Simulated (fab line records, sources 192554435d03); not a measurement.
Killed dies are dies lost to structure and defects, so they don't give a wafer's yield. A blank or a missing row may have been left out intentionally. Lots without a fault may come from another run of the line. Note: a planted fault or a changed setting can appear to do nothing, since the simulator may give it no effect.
Split-lot study / flow n5_finfet / 7 lots, 21 wafers read, on a route of 1938 steps

## SPLIT DETAILS
At N5_SD_ACTIVATION_LSA_01 (time 0.0008 s), the setting temp_c was moved away from the recipe's 1080 C on 7 of the 21 wafers read, by -1.7% to +3.0%. For the rest of the wafers, this setting stayed at what the recipe calls for.

The file shows no step between the split and the reading.

## THE READING
RS_SD_N in ohm/sq, measured at N5_SD_ACTIVATION_RS_MEAS_03 by four-point-probe. Fault-free wafers of this fab line usually give 22.0 ohm/sq, standard deviation 0.31 ohm/sq.

wafer=L075.4; tool, chamber at the split=laser_anneal-02, 0; temp_c as run, C=1080; against the recipe=recipe; RS_SD_N, ohm/sq=22.6; against lot-mates on the recipe=-
wafer=L075.5; tool, chamber at the split=laser_anneal-02, 0; temp_c as run, C=1080; against the recipe=recipe; RS_SD_N, ohm/sq=22.1; against lot-mates on the recipe=-
wafer=L075.6; tool, chamber at the split=laser_anneal-02, 0; temp_c as run, C=1080; against the recipe=recipe; RS_SD_N, ohm/sq=22.2; against lot-mates on the recipe=-
wafer=L079.2; tool, chamber at the split=laser_anneal-02, 0; temp_c as run, C=1097; against the recipe=+1.6%; RS_SD_N, ohm/sq=20.7; against lot-mates on the recipe=-1.9
wafer=L079.3; tool, chamber at the split=laser_anneal-02, 0; temp_c as run, C=1080; against the recipe=recipe; RS_SD_N, ohm/sq=22.6; against lot-mates on the recipe=-
wafer=L079.4; tool, chamber at the split=laser_anneal-02, 0; temp_c as run, C=1097; against the recipe=+1.6%; RS_SD_N, ohm/sq=20.7; against lot-mates on the recipe=-1.9
wafer=L082.1; tool, chamber at the split=laser_anneal-01, 0; temp_c as run, C=1062; against the recipe=-1.7%; RS_SD_N, ohm/sq=24.0; against lot-mates on the recipe=+1.9
wafer=L082.3; tool, chamber at the split=laser_anneal-01, 0; temp_c as run, C=1080; against the recipe=recipe; RS_SD_N, ohm/sq=22.1; against lot-mates on the recipe=-
wafer=L082.4; tool, chamber at the split=laser_anneal-01, 0; temp_c as run, C=1062; against the recipe=-1.7%; RS_SD_N, ohm/sq=24.2; against lot-mates on the recipe=+2.1
wafer=L083.3; tool, chamber at the split=laser_anneal-02, 0; temp_c as run, C=1080; against the recipe=recipe; RS_SD_N, ohm/sq=22.5; against lot-mates on the recipe=-
wafer=L083.5; tool, chamber at the split=laser_anneal-02, 0; temp_c as run, C=1089; against the recipe=+0.8%; RS_SD_N, ohm/sq=21.3; against lot-mates on the recipe=-1.0
wafer=L083.6; tool, chamber at the split=laser_anneal-02, 0; temp_c as run, C=1080; against the recipe=recipe; RS_SD_N, ohm/sq=22.1; against lot-mates on the recipe=-
wafer=L086.1; tool, chamber at the split=laser_anneal-01, 0; temp_c as run, C=1080; against the recipe=recipe; RS_SD_N, ohm/sq=21.9; against lot-mates on the recipe=-
wafer=L086.3; tool, chamber at the split=laser_anneal-01, 0; temp_c as run, C=1080; against the recipe=recipe; RS_SD_N, ohm/sq=22.1; against lot-mates on the recipe=-
wafer=L086.5; tool, chamber at the split=laser_anneal-01, 0; temp_c as run, C=1080; against the recipe=recipe; RS_SD_N, ohm/sq=21.6; against lot-mates on the recipe=-
wafer=L092.1; tool, chamber at the split=laser_anneal-02, 0; temp_c as run, C=1080; against the recipe=recipe; RS_SD_N, ohm/sq=21.7; against lot-mates on the recipe=-
wafer=L092.3; tool, chamber at the split=laser_anneal-02, 0; temp_c as run, C=1080; against the recipe=recipe; RS_SD_N, ohm/sq=21.7; against lot-mates on the recipe=-
wafer=L092.4; tool, chamber at the split=laser_anneal-02, 0; temp_c as run, C=1080; against the recipe=recipe; RS_SD_N, ohm/sq=21.9; against lot-mates on the recipe=-
wafer=L094.1; tool, chamber at the split=laser_anneal-02, 0; temp_c as run, C=1112; against the recipe=+3.0%; RS_SD_N, ohm/sq=18.7; against lot-mates on the recipe=-3.3
wafer=L094.4; tool, chamber at the split=laser_anneal-02, 0; temp_c as run, C=1080; against the recipe=recipe; RS_SD_N, ohm/sq=22.0; against lot-mates on the recipe=-
wafer=L094.6; tool, chamber at the split=laser_anneal-02, 0; temp_c as run, C=1112; against the recipe=+3.0%; RS_SD_N, ohm/sq=18.7; against lot-mates on the recipe=-3.3

THE FIT
A straight line over all 21 wafers: RS_SD_N changes by -1.12 ohm/sq for each +1% of temp_c; r = -0.98; the points scatter about the line by 0.3 ohm/sq.
The same after taking each lot's own level away (the mean of its wafers on the recipe; 21 wafers): -1.15 ohm/sq for each +1%; r = -0.99; scatter 0.15 ohm/sq.
According to that fit, moving temp_c by its largest amount changes the reading by 3.4 ohm/sq.
Measured against the standard deviation above, the lots' own levels, which go from 21.77 to 22.60 ohm/sq, span 2.7 times it.
Hence the lot-to-lot level has little effect on the slope; both slopes agree.
Check: with one of the wafers moved furthest among these (+3.0%) left out of the fit, the line predicts -3.45 ohm/sq for it against its lot-mates. Against them it came out at -3.3 ohm/sq.
Tool readings at the split's step, against how far the setting was moved: wafer_temp_C_max r = +1.00.

## THESE WAFERS: OTHER SPLITS
Note: prior to the reading, these wafers also went through further splits. Each is held against what the fit with the lots' levels taken away leaves over:
other split on the same wafers=N5_SD_EPI_N_EXPOSE_06 dose_mj; wafers away from the commonest value=8; r with RS_SD_N (lot level and that fit taken away)=-0.45
other split on the same wafers=N5_SD_EPI_P_EPI_21 epi_growth_time_s; wafers away from the commonest value=5; r with RS_SD_N (lot level and that fit taken away)=-0.11

## THE WHOLE CHAIN: every reading that the file lists as answering this split, in the file's order
step=N5_SD_ACTIVATION_LSA_01; what it does=time 0.0008 s; reading=wafer_temp_C_max; change (the file's fit)=withheld for each +1% of the setting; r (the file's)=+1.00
step=N5_SD_ACTIVATION_RS_MEAS_03; what it does=measures by four-point-probe; reading=RS_SD_N; change (the file's fit)=-1.15 for each +1% of the setting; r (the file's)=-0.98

## FILE'S OWN FIT
RS_SD_N changes by -1.15 ohm/sq for each +1% of temp_c, r = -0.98.
